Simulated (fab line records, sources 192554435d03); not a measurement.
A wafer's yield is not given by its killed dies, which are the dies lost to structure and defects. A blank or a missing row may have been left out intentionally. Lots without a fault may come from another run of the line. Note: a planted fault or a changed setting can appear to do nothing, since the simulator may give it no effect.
Lot-split experiment | flow n5_finfet | 39 wafers read across 7 lots, on a route 1938 steps long

## ON THE SPLIT
At N5_ZERO_LAYER_PECVD_02 (deposits SiO2 from SiH4/N2O, target thk 10 nm, time 6 s), the setting time_s was moved away from the recipe's 6 s on 15 of the 39 wafers read, by -34.2% to +51.6%. For the rest of the wafers, this setting stayed at what the recipe calls for.

The split's own step is where the reading is taken.

## THE READING
SiO2_of_ZERO_LAYER_PECVD_02.thk_nm (the simulator's own value, which no gauge read), in nm, at N5_ZERO_LAYER_PECVD_02 (deposits SiO2 from SiH4/N2O, target thk 10 nm, time 6 s). No usual value for it is given in the file. The 24 wafers here that ran the recipe average 10.020 nm, standard deviation 0.14 nm.

wafer  | tool, chamber at the split | time_s as run, s | against the recipe | SiO2_of_ZERO_LAYER_PECVD_02.thk_nm, nm | against lot-mates on the recipe
L077.1 | pecvd-02, 2                | 6                | recipe             | 10.01                                  | -
L077.2 | pecvd-02, 0                | 6                | recipe             | 10.13                                  | -
L077.5 | pecvd-02, 2                | 6                | recipe             | 10.1                                   | -
L082.1 | pecvd-01, 0                | 6                | recipe             | 9.977                                  | -
L082.2 | pecvd-01, 1                | 6                | recipe             | 10                                     | -
L082.3 | pecvd-01, 2                | 9.097            | +51.6%             | 15.11                                  | +5.054
L082.4 | pecvd-01, 1                | 9.097            | +51.6%             | 15.36                                  | +5.304
L082.5 | pecvd-01, 2                | 6                | recipe             | 10.19                                  | -
L082.6 | pecvd-01, 0                | 9.097            | +51.6%             | 15.5                                   | +5.444
L083.1 | pecvd-01, 2                | 6                | recipe             | 9.988                                  | -
L083.2 | pecvd-01, 0                | 3.95             | -34.2%             | 6.537                                  | -3.472
L083.3 | pecvd-01, 1                | 3.95             | -34.2%             | 6.437                                  | -3.572
L083.4 | pecvd-01, 2,1              | 6                | recipe             | 10.02                                  | -
L083.5 | pecvd-01, 2,1              | 6                | recipe             | 10.02                                  | -
L083.6 | pecvd-01, 0                | 3.95             | -34.2%             | 6.764                                  | -3.245
L090.1 | pecvd-02, 2                | 4.09             | -31.8%             | 6.821                                  | -3.068
L090.2 | pecvd-02, 1                | 4.09             | -31.8%             | 6.76                                   | -3.129
L090.3 | pecvd-02, 0                | 6                | recipe             | 9.733                                  | -
L090.4 | pecvd-02, 2                | 6                | recipe             | 10.02                                  | -
L090.5 | pecvd-02, 1                | 4.09             | -31.8%             | 6.992                                  | -2.897
L090.6 | pecvd-02, 0                | 6                | recipe             | 9.915                                  | -
L095.1 | pecvd-04, 1                | 6                | recipe             | 9.929                                  | -
L095.2 | pecvd-04, 0                | 4.379            | -27.0%             | 7.38                                   | -2.690
L095.3 | pecvd-04, 2                | 4.379            | -27.0%             | 7.07                                   | -3.000
L095.4 | pecvd-04, 0                | 6                | recipe             | 10.17                                  | -
L095.5 | pecvd-04, 2                | 4.379            | -27.0%             | 7.303                                  | -2.767
L095.6 | pecvd-04, 1                | 6                | recipe             | 10.11                                  | -
L096.1 | pecvd-01, 1                | 6                | recipe             | 10.06                                  | -
L096.2 | pecvd-01, 0                | 6                | recipe             | 9.873                                  | -
L096.3 | pecvd-01, 2                | 6                | recipe             | 9.758                                  | -
L096.4 | pecvd-01, 0                | 6                | recipe             | 9.979                                  | -
L096.5 | pecvd-01, 2                | 6                | recipe             | 9.874                                  | -
L096.6 | pecvd-01, 1                | 6                | recipe             | 10.38                                  | -
L097.1 | pecvd-02, 2                | 6                | recipe             | 9.939                                  | -
L097.2 | pecvd-02, 1                | 7.56             | +26.0%             | 12.55                                  | +2.467
L097.3 | pecvd-02, 0                | 6                | recipe             | 10.03                                  | -
L097.4 | pecvd-02, 2                | 7.56             | +26.0%             | 12.74                                  | +2.657
L097.5 | pecvd-02, 1                | 6                | recipe             | 10.28                                  | -
L097.6 | pecvd-02, 0                | 7.56             | +26.0%             | 12.91                                  | +2.827
Where a row lists several chambers, the file gives one row for several wafers and doesn't say which wafer went through which chamber.

FIT RESULTS
A straight line over all 39 wafers: SiO2_of_ZERO_LAYER_PECVD_02.thk_nm changes by +0.102 nm for each +1% of time_s; r = +1.00; the points scatter about the line by 0.15 nm.
The same after taking each lot's own level away (the mean of its wafers on the recipe; 39 wafers): +0.101 nm for each +1%; r = +1.00; scatter 0.15 nm.
The reading moves by 5.2 nm for the largest change in time_s, on that fit.
The span of the lots' own levels, 9.8893 to 10.0830 nm, comes to 1.3 times the standard deviation stated above.
Hence the lot-to-lot level has little effect on the slope; both slopes agree.
Check: +5.26 nm against its lot-mates is what the line predicts for one of the wafers moved furthest among these (+51.6%) when that wafer is left out of the fit. It came out at +5.05 nm against them.

## THE FILE'S OWN FIT
SiO2_of_ZERO_LAYER_PECVD_02.thk_nm changes by +0.101 nm for each +1% of time_s, r = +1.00.
